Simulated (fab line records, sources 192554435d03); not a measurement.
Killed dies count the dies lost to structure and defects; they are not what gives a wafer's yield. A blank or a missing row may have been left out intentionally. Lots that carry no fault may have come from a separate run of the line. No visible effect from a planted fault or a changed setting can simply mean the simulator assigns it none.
fab line records -- flow n5_finfet
record lots=10, wafers=30, last_day=18
route steps=1938 shown BEOL_M4@1096 BEOL_M5@1112 PASSIVATION@1936
lots that met no fault: taken from a fault-free run of the same line
start_h: start of the lot's first displayed wafer, in hours after the record's first day -- wait_h: hours from the lot's prior step to this one -- " the same as in the row above -- L1.1+2: a row that stands for several wafers -- - value missing, or start not given -- * or withheld: withheld -- < > ~ a bound
route shown NAME@n: names a module that has steps shown in the file, with the first one's number in the route -- usual: mean and standard deviation over wafers with no fault -- same: alike in all rows -- chamber/n: place in a boat -- sites: each site's reading -- _std_site: the standard deviation of these -- _edge_site: mean of outer sites minus mean of inner sites -- radius_mm: how far each site lies from the wafer's centre -- mask NAME#n: copy n -- behind: the most recent tool/chamber to have shaped the wafer -- hold: why the lot went on hold/how many hours it stayed there/how the hold came to an end -- device: the transistor (n, p or np) that didn't switch -- end of line: tests run on the same wafers once the route is complete -- where a step has no rows: the recipe by itself -- killed: count of dies lost to structure and defects at first sort (not the wafer's yield) -- map: a wafer's dies, marking killed ones x, the rest . and places with no die _
set.NAME: the setting as run; set.NAME@STEP: as run at that earlier step -- model.NAME: the simulator's own value behind a step, which no gauge read
route steps across a sampled set of lots; one table per step, one row per wafer
services: when a tool's chamber went out of use (start_h, in hours from the record's first day, below 0 if earlier), for how many hours, and the reason
## steps
# step N5_BEOL_M4_SPUTTER_92
# recipe material=Cu, target_thk_a=45, temp_c=-20, chamber_pressure_pa=0.07, power_w=withheld, time_s=8.29
# usual throttle_valve_pct=29.8/0.81
lot.wafer,tool,chamber,start_h,wait_h,throttle_valve_pct
L438.2,pvd_sputter-03,-,187.02,0.1,29.3
L438.4,pvd_sputter-03,-,187.02,0.1,29.3
L438.6,pvd_sputter-03,-,187.02,0.1,28.9
L440.3,pvd_sputter-02,-,196.82,0.1,28.8
L440.4,pvd_sputter-02,-,196.82,0.1,29.7
L440.5,pvd_sputter-02,-,196.82,0.1,30.4
L441.1,pvd_sputter-03,-,225.10,0.1,29.7
L441.5,pvd_sputter-03,-,225.10,0.1,30.6
L441.6,pvd_sputter-03,-,225.10,0.1,29.9
L445.2,pvd_sputter-01,-,244.41,0.1,29.9
L445.3,pvd_sputter-01,-,244.41,0.1,28.2
L445.4,pvd_sputter-01,-,244.41,0.1,31.2
L448.3,pvd_sputter-02,-,286.62,0.1,29.7
L448.5,pvd_sputter-02,-,286.62,0.1,29.7
L448.6,pvd_sputter-02,-,286.62,0.1,30.2
L451.1,pvd_sputter-02,-,302.66,0.1,29.9
L451.2,pvd_sputter-02,-,302.66,0.1,30.0
L451.5,pvd_sputter-02,-,302.66,0.1,29.0
L453.2,pvd_sputter-01,-,304.07,0.1,28.2
L453.3,pvd_sputter-01,-,304.07,0.1,31.0
L453.5,pvd_sputter-01,-,304.07,0.1,30.0
L454.4,pvd_sputter-03,-,306.78,0.1,28.9
L454.5,pvd_sputter-03,-,306.78,0.1,29.1
L454.6,pvd_sputter-03,-,306.78,0.1,30.9
L456.3,pvd_sputter-01,-,312.12,0.1,28.2
L456.4,pvd_sputter-01,-,312.12,0.1,30.1
L456.5,pvd_sputter-01,-,312.12,0.1,30.1
L457.1,pvd_sputter-01,-,329.45,0.1,30.2
L457.2,pvd_sputter-01,-,329.45,0.1,31.1
L457.6,pvd_sputter-01,-,329.45,0.1,28.3
# step N5_BEOL_M4_SPUTTER_96
# recipe material=Cu, target_thk_a=45, temp_c=-20, chamber_pressure_pa=0.07, power_w=withheld, time_s=8.29
# usual throttle_valve_pct=29.8/0.8
lot.wafer,tool,chamber,start_h,wait_h,throttle_valve_pct
L438.2,pvd_sputter-03,-,187.46,0.1,29.3
L438.4,pvd_sputter-03,-,187.46,0.1,29.3
L438.6,pvd_sputter-03,-,187.46,0.1,29.0
L440.3,pvd_sputter-02,-,197.26,0.1,29.2
L440.4,pvd_sputter-02,-,197.26,0.1,29.8
L440.5,pvd_sputter-02,-,197.26,0.1,30.1
L441.1,pvd_sputter-03,-,225.54,0.1,29.6
L441.5,pvd_sputter-03,-,225.54,0.1,30.8
L441.6,pvd_sputter-03,-,225.54,0.1,29.8
L445.2,pvd_sputter-01,-,244.85,0.1,29.9
L445.3,pvd_sputter-01,-,244.85,0.1,28.1
L445.4,pvd_sputter-01,-,244.85,0.1,31.6
L448.3,pvd_sputter-02,-,287.06,0.1,29.8
L448.5,pvd_sputter-02,-,287.06,0.1,29.4
L448.6,pvd_sputter-02,-,287.06,0.1,29.9
L451.1,pvd_sputter-02,-,303.10,0.1,29.5
L451.2,pvd_sputter-02,-,303.10,0.1,29.7
L451.5,pvd_sputter-02,-,303.10,0.1,28.9
L453.2,pvd_sputter-01,-,304.51,0.1,28.3
L453.3,pvd_sputter-01,-,304.51,0.1,31.2
L453.5,pvd_sputter-01,-,304.51,0.1,29.8
L454.4,pvd_sputter-03,-,307.22,0.1,29.1
L454.5,pvd_sputter-03,-,307.22,0.1,29.0
L454.6,pvd_sputter-03,-,307.22,0.1,30.8
L456.3,pvd_sputter-01,-,312.56,0.1,28.5
L456.4,pvd_sputter-01,-,312.56,0.1,29.9
L456.5,pvd_sputter-01,-,312.56,0.1,30.1
L457.1,pvd_sputter-01,-,329.89,0.1,30.0
L457.2,pvd_sputter-01,-,329.89,0.1,31.0
L457.6,pvd_sputter-01,-,329.89,0.1,28.4
# step N5_BEOL_M4_RC_MEAS_101
# usual DIBL_N=36.0/1.9, DIBL_P=35.6/2.2, IOFF_N=0.15/0.031, IOFF_P=0.19/0.032, ION_N=668/11, ION_P=455/7.2, SS_N=71.5/0.65, SS_P=73.4/0.64, VT_N=251/3.6, VT_P=-253/3.3
lot.wafer,tool,chamber,start_h,wait_h,DIBL_N[mV/V],DIBL_P[mV/V],IOFF_N[nA/um],IOFF_P[nA/um],ION_N[uA/um],ION_P[uA/um],SS_N[mV/dec],SS_P[mV/dec],VT_N[mV],VT_P[mV]
L438.2,prober-01,0,190.18,0.2,36.4,35.6,0.15,0.21,671,461,70.7,73.6,249,-249
L438.4,prober-01,0,190.18,0.2,35.7,34.2,0.14,0.19,664,460,70.1,73.3,251,-251
L438.6,prober-01,0,190.18,0.2,37.5,36.3,0.17,0.22,675,457,71.0,73.7,250,-250
L440.3,prober-01,0,198.86,0.3,34.8,34.5,0.13,0.17,647,445,71.1,72.7,252,-253
L440.4,prober-01,0,198.86,0.3,36.2,35.2,0.15,0.17,663,453,70.9,72.5,254,-253
L440.5,prober-01,0,198.86,0.3,36.5,35.6,0.15,0.17,655,441,71.8,73.5,251,-254
L441.1,prober-02,0,226.65,0.0,38.1,37.8,0.20,0.23,685,463,71.4,73.6,241,-249
L441.5,prober-02,0,226.65,0.0,36.1,36.1,0.16,0.20,676,459,71.4,73.3,251,-253
L441.6,prober-02,0,226.65,0.0,35.0,33.9,0.15,0.17,665,453,71.7,72.9,251,-254
L445.2,prober-01,0,246.14,0.2,35.6,33.8,0.12,0.16,663,451,71.1,72.4,253,-256
L445.3,prober-01,0,246.14,0.2,35.2,34.4,0.12,0.16,653,453,70.9,73.9,254,-254
L445.4,prober-01,0,246.14,0.2,37.1,36.4,0.16,0.20,662,452,71.8,73.0,251,-253
L448.3,prober-01,0,288.47,0.3,33.1,33.0,0.11,0.17,663,455,70.5,72.5,251,-254
L448.5,prober-01,0,288.47,0.3,33.8,33.7,0.12,0.17,661,454,71.3,73.3,250,-253
L448.6,prober-01,0,288.47,0.3,32.3,31.0,0.10,0.14,658,449,70.5,73.1,255,-256
L451.1,prober-02,0,304.20,0.0,36.9,37.9,0.18,0.21,683,459,71.5,73.2,246,-253
L451.2,prober-02,0,304.20,0.0,36.6,38.0,0.16,0.20,668,453,71.7,73.3,252,-250
L451.5,prober-02,0,304.20,0.0,38.0,38.5,0.20,0.22,685,461,71.9,74.0,247,-250
L453.2,prober-01,0,305.76,0.2,36.3,38.5,0.16,0.21,666,458,71.4,73.7,248,-253
L453.3,prober-01,0,305.76,0.2,35.7,36.3,0.16,0.17,666,445,72.0,73.4,249,-258
L453.5,prober-01,0,305.76,0.2,36.9,38.1,0.18,0.20,668,458,72.0,73.8,251,-256
L454.4,prober-01,0,308.79,0.5,34.9,35.3,0.14,0.18,667,454,71.1,73.0,251,-253
L454.5,prober-01,0,308.79,0.5,35.5,36.0,0.15,0.20,662,450,71.2,73.4,249,-248
L454.6,prober-01,0,308.79,0.5,33.6,34.6,0.13,0.18,667,461,71.0,73.0,251,-252
L456.3,prober-02,0,313.97,0.3,39.8,39.7,0.22,0.24,700,467,71.8,74.1,248,-250
L456.4,prober-02,0,313.97,0.3,38.8,38.4,0.18,0.24,674,462,72.7,74.6,248,-252
L456.5,prober-02,0,313.97,0.3,38.1,37.0,0.17,0.20,671,458,71.4,73.9,250,-253
L457.1,prober-01,0,331.90,0.0,37.3,36.5,0.17,0.20,679,457,71.4,73.6,247,-251
L457.2,prober-01,0,331.90,0.0,36.7,35.3,0.15,0.18,665,451,72.2,72.7,250,-253
L457.6,prober-01,0,331.90,0.0,38.7,39.4,0.21,0.25,686,462,72.4,73.9,243,-251
# step N5_BEOL_M5_ILD_DEP_00
# recipe material=SiCOH_lowk, target_thk_a=1406.4, temp_c=300, precursor=DEMS/porogen, pressure_torr=5, rf_w=500, time_s=25.9
# usual heater_power_w=352/43, showerhead_plenum_p_Torr=5.731/0.013, throttle_valve_pct=13.7/0.58
lot.wafer,tool,chamber,start_h,wait_h,heater_power_w,showerhead_plenum_p_Torr,throttle_valve_pct
L438.2,pecvd-03,2,190.99,0.7,425,5.737,13.0
L438.4,pecvd-03,2,190.99,0.7,430,5.747,13.2
L438.6,pecvd-03,1,190.99,0.7,308,5.709,13.3
L440.3,pecvd-03,2,199.51,0.5,427,5.731,13.5
L440.4,pecvd-03,1,199.51,0.5,311,5.720,13.2
L440.5,pecvd-03,0,199.51,0.5,306,5.736,13.5
L441.1,pecvd-01,0,227.61,0.8,381,5.723,14.3
L441.5,pecvd-01,2,227.61,0.8,370,5.750,13.1
L441.6,pecvd-01,0,227.61,0.8,404,5.725,14.5
L445.2,pecvd-03,2,246.94,0.7,383,5.727,13.0
L445.3,pecvd-03,0,246.94,0.7,322,5.739,13.5
L445.4,pecvd-03,2,246.94,0.7,382,5.722,13.2
L448.3,pecvd-01,2,289.12,0.5,379,5.761,13.1
L448.5,pecvd-01,2,289.12,0.5,393,5.742,13.2
L448.6,pecvd-01,1,289.12,0.5,354,5.727,14.2
L451.1,pecvd-03,2,305.16,0.8,434,5.746,13.3
L451.2,pecvd-03,1,305.16,0.8,296,5.732,13.3
L451.5,pecvd-03,0,305.16,0.8,278,5.738,13.3
L453.2,pecvd-01,2,306.57,0.7,368,5.740,13.0
L453.3,pecvd-01,1,306.57,0.7,353,5.741,14.1
L453.5,pecvd-01,1,306.57,0.7,282,5.714,14.2
L454.4,pecvd-03,2,309.30,0.4,404,5.736,13.3
L454.5,pecvd-03,1,309.30,0.4,307,5.723,13.6
L454.6,pecvd-03,0,309.30,0.4,294,5.722,13.6
L456.3,pecvd-01,2,314.63,0.5,361,5.754,13.3
L456.4,pecvd-01,1,314.63,0.5,314,5.727,14.1
L456.5,pecvd-01,0,314.63,0.5,335,5.739,14.6
L457.1,pecvd-01,1,332.86,0.8,348,5.739,14.3
L457.2,pecvd-01,0,332.86,0.8,352,5.704,14.7
L457.6,pecvd-01,2,332.86,0.8,376,5.754,13.2
# step N5_BEOL_M5_THK_MEAS_01
# recipe reads=SiCOH_lowk_of_BEOL_M5_ILD_DEP_00
# usual M5_ILD_THK=120.8/1.5
lot.wafer,tool,chamber,start_h,wait_h,M5_ILD_THK[nm]
L438.2,film_metro-01,-,191.56,0.4,123.0
L438.4,film_metro-01,-,191.56,0.4,123.7
L438.6,film_metro-01,-,191.56,0.4,121.8
L440.3,film_metro-02,-,200.56,0.3,121.7
L440.4,film_metro-02,-,200.56,0.3,121.2
L440.5,film_metro-02,-,200.56,0.3,120.0
L441.1,film_metro-02,-,228.19,0.4,119.3
L441.5,film_metro-02,-,228.19,0.4,121.0
L441.6,film_metro-02,-,228.19,0.4,120.6
L445.2,film_metro-02,-,248.14,0.7,119.8
L445.3,film_metro-02,-,248.14,0.7,119.3
L445.4,film_metro-02,-,248.14,0.7,123.2
L448.3,film_metro-01,-,289.70,0.3,120.1
L448.5,film_metro-01,-,289.70,0.3,121.4
L448.6,film_metro-01,-,289.70,0.3,122.5
L451.1,film_metro-01,-,305.74,0.4,120.4
L451.2,film_metro-01,-,305.74,0.4,120.2
L451.5,film_metro-01,-,305.74,0.4,121.3
L453.2,film_metro-02,-,307.78,0.7,119.6
L453.3,film_metro-02,-,307.78,0.7,119.9
L453.5,film_metro-02,-,307.78,0.7,122.6
L454.4,film_metro-02,-,310.35,0.4,120.1
L454.5,film_metro-02,-,310.35,0.4,119.7
L454.6,film_metro-02,-,310.35,0.4,119.7
L456.3,film_metro-01,-,315.69,0.5,40.1
L456.4,film_metro-01,-,315.69,0.5,40.5
L456.5,film_metro-01,-,315.69,0.5,40.4
L457.1,film_metro-02,-,333.44,0.4,43.2
L457.2,film_metro-02,-,333.44,0.4,41.8
L457.6,film_metro-02,-,333.44,0.4,40.4
# step N5_BEOL_M5_PECVD_70
# recipe material=SiO2, target_thk_a=160, temp_c=400, precursor=TEOS/O2, pressure_torr=5.5, rf_w=450, teos_flow_sccm=53.8, gas=O2, flow_sccm=3000, time_s=18
# usual heater_power_w=774/93, showerhead_plenum_p_Torr=8.76/0.058, throttle_valve_pct=22.3/1
lot.wafer,tool,chamber,start_h,wait_h,heater_power_w,showerhead_plenum_p_Torr,throttle_valve_pct
L438.2,pecvd-02,0,191.59,0.0,749,8.86,24.0
L438.4,pecvd-02,1,191.59,0.0,593,8.72,22.6
L438.6,pecvd-02,0,191.59,0.0,739,8.85,24.0
L440.3,pecvd-01,2,200.60,0.0,795,8.84,21.2
L440.4,pecvd-01,0,200.60,0.0,760,8.69,23.2
L440.5,pecvd-01,2,200.60,0.0,796,8.83,20.8
L441.1,pecvd-01,0,228.22,0.0,902,8.70,23.1
L441.5,pecvd-01,0,228.22,0.0,903,8.71,23.6
L441.6,pecvd-01,1,228.22,0.0,691,8.73,23.0
L445.2,pecvd-01,0,248.18,0.0,916,8.70,23.5
L445.3,pecvd-01,2,248.18,0.0,794,8.84,21.3
L445.4,pecvd-01,0,248.18,0.0,885,8.72,23.5
L448.3,pecvd-03,2,289.73,0.0,950,8.79,21.2
L448.5,pecvd-03,0,289.73,0.0,808,8.73,21.9
L448.6,pecvd-03,2,289.73,0.0,964,8.76,21.3
L451.1,pecvd-02,2,305.77,0.0,723,8.71,20.9
L451.2,pecvd-02,1,305.77,0.0,598,8.76,22.5
L451.5,pecvd-02,2,305.77,0.0,726,8.72,20.8
L453.2,pecvd-01,2,307.82,0.0,778,8.84,21.4
L453.3,pecvd-01,0,307.82,0.0,901,8.70,23.4
L453.5,pecvd-01,0,307.82,0.0,869,8.71,23.4
L454.4,pecvd-02,1,310.40,0.1,603,8.75,22.4
L454.5,pecvd-02,0,310.40,0.1,879,8.88,23.9
L454.6,pecvd-02,2,310.40,0.1,790,8.72,20.7
L456.3,pecvd-01,2,315.72,0.0,803,8.83,21.6
L456.4,pecvd-01,1,315.72,0.0,796,8.74,23.0
L456.5,pecvd-01,2,315.72,0.0,796,8.81,21.2
L457.1,pecvd-03,2,333.47,0.0,911,8.77,21.5
L457.2,pecvd-03,1,333.47,0.0,700,8.69,21.4
L457.6,pecvd-03,0,333.47,0.0,791,8.72,21.8
# step N5_PASSIVATION_PROBE_49
# usual defect_limited_yield=91.3/1.4, killed_at_M0_to_M3=34/10, killed_at_M4_up=14/5.5, killed_at_contacts=12/6, killed_at_front_end=40/10, killed_at_other=3.0/2.4, killed_dies=103/17, killed_on_rim=13/4.3, killed_open=68/13, killed_short=34/7.8, sort_bin_5_function=5.1/0.97, sort_bin_6_memory=3.3/0.66, sort_bin_8_speed=0.02/0.12, sort_n_pass=1077/17, sort_yield_pct=91.2/1.4
# same gross_dies=1180, killed_at_back_side=0, sort_bin_4_leakage[%]=0
lot.wafer,tool,chamber,start_h,wait_h,defect_limited_yield[%],killed_at_M0_to_M3,killed_at_M4_up,killed_at_contacts,killed_at_front_end,killed_at_other,killed_dies,killed_on_rim,killed_open,killed_short,sort_bin_5_function[%],sort_bin_6_memory[%],sort_bin_8_speed[%],sort_n_pass,sort_yield_pct[%]
L456.3,prober-01,-,422.17,0.1,0,29,1092,22,34,3,1180,152,61,29,5.1,2.6,0,0,0
L456.4,prober-01,-,422.22,0.2,0,33,1075,22,49,1,1180,152,83,32,5.8,3.8,0,0,0
L456.5,prober-01,-,422.27,0.2,0,33,1093,11,30,13,1180,152,68,29,5.0,3.1,0,0,0
L457.1,prober-01,-,428.06,0.0,0,38,1101,4,35,2,1180,152,67,26,5.0,2.9,0,0,0
L457.2,prober-01,-,428.11,0.1,0,41,1072,12,55,0,1180,152,95,32,6.7,3.8,0,0,0
L457.6,prober-01,-,428.31,0.3,0,49,1062,14,53,2,1180,152,103,28,6.6,4.2,0,0,0
# killed by level:class
L456.3 BEOL_M5:area_dep=1086 MOL_CONTACT_COAG:geometric_particle:open=19 FIN_SAQP:geometric_particle:short=9 BEOL_M0_SAQP:geometric_particle:short=7 BEOL_M3:geometric_particle:open=7 FIN_SAQP:geometric_particle:open=6 STI_FIN_REVEAL:geometric_particle:open=6 BEOL_M2:geometric_particle:open=6
L456.4 BEOL_M5:area_dep=1063 BEOL_M3:geometric_particle:open=17 MOL_CONTACT_COAG:geometric_particle:open=14 DUMMY_GATE:geometric_particle:open=10 STI_FIN_REVEAL:geometric_particle:open=9 GATE_CUT:geometric_particle:short=8 BEOL_M4:geometric_particle:open=7 FIN_SAQP:geometric_particle:open=6
L456.5 BEOL_M5:area_dep=1083 MOL_CONTACT_COAG:geometric_particle:open=10 BEOL_M3:geometric_particle:open=10 BEOL_M1:geometric_particle:open=9 BEOL_M4:geometric_particle:open=7 FIN_SAQP:geometric_particle:short=5 STI_FIN_REVEAL:geometric_particle:open=5 DUMMY_GATE:geometric_particle:open=4
L457.1 BEOL_M5:area_dep=1083 BEOL_M3:geometric_particle:open=11 STI_FIN_REVEAL:geometric_particle:open=10 BEOL_M4:geometric_particle:open=7 BEOL_M0:geometric_particle:open=6 BEOL_M1:geometric_particle:open=6 FIN_SAQP:geometric_particle:open=5 BEOL_M1:geometric_particle:short=4
L457.2 BEOL_M5:area_dep=1053 STI_FIN_REVEAL:geometric_particle:open=21 MOL_CONTACT_COAG:geometric_particle:open=11 BEOL_M1:geometric_particle:open=10 BEOL_M4:geometric_particle:open=10 GATE_CUT:geometric_particle:short=8 FIN_SAQP:geometric_particle:open=7 BEOL_M0_SAQP:geometric_particle:open=7
L457.6 BEOL_M5:area_dep=1048 STI_FIN_REVEAL:geometric_particle:open=21 MOL_CONTACT_COAG:geometric_particle:open=13 BEOL_M1:geometric_particle:open=11 FIN_SAQP:geometric_particle:open=9 BEOL_M3:geometric_particle:open=9 BEOL_M0_SAQP:geometric_particle:open=9 BEOL_M0_SAQP:geometric_particle:short=8
## services
tool,chamber,start_h,hours,kind
pecvd-02,2,163.09,76.1,repair
pecvd-01,-,203.81,0.8,pm
pecvd-01,-,218.69,0.9,repair
pecvd-02,0,234.70,5.0,scheduled_down
pecvd-01,2,236.31,2.1,scheduled_down
pecvd-03,1,243.89,5.5,scheduled_down
pecvd-03,0,281.20,5.5,scheduled_down
pecvd-01,1,281.62,2.1,scheduled_down
pecvd-02,0,287.09,2.1,scheduled_down
pecvd-02,-,297.46,0.3,repair
## key
first_sign step=N5_BEOL_M5_THK_MEAS_01, reading=M5_ILD_THK, direction=down, sigmas=53, usual=120.8, struck=41.1
effect step=N5_PASSIVATION_PROBE_49, reading=killed_at_M4_up, direction=up, sigmas=99+, usual=14, struck=1082
more_kills_born_at N5_BEOL_M5_ILD_DEP_00@pecvd-01=6416
met_at N5_BEOL_M5_ILD_DEP_00
struck_lots L456,L457
later_rows_left_out L456.3,L456.4,L456.5,L457.1,L457.2,L457.6
not_acting_at N5_BEOL_M4_SPUTTER_92,N5_BEOL_M4_SPUTTER_96,N5_BEOL_M5_PECVD_70
onset_between 306.57 314.63
also_fits time
fault kind=process_parameter_drift, tool=pecvd-01, chamber=-, onset_h=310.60, steps=N5_BEOL_M5_ILD_DEP_00, channel=time_s, offset=*, shape=step, end_h=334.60, acts_in=*, stated=*
# later_rows_left_out: the simulator's readings of these wafers behind a module that went badly wrong aren't trusted and aren't shown, but for the sort
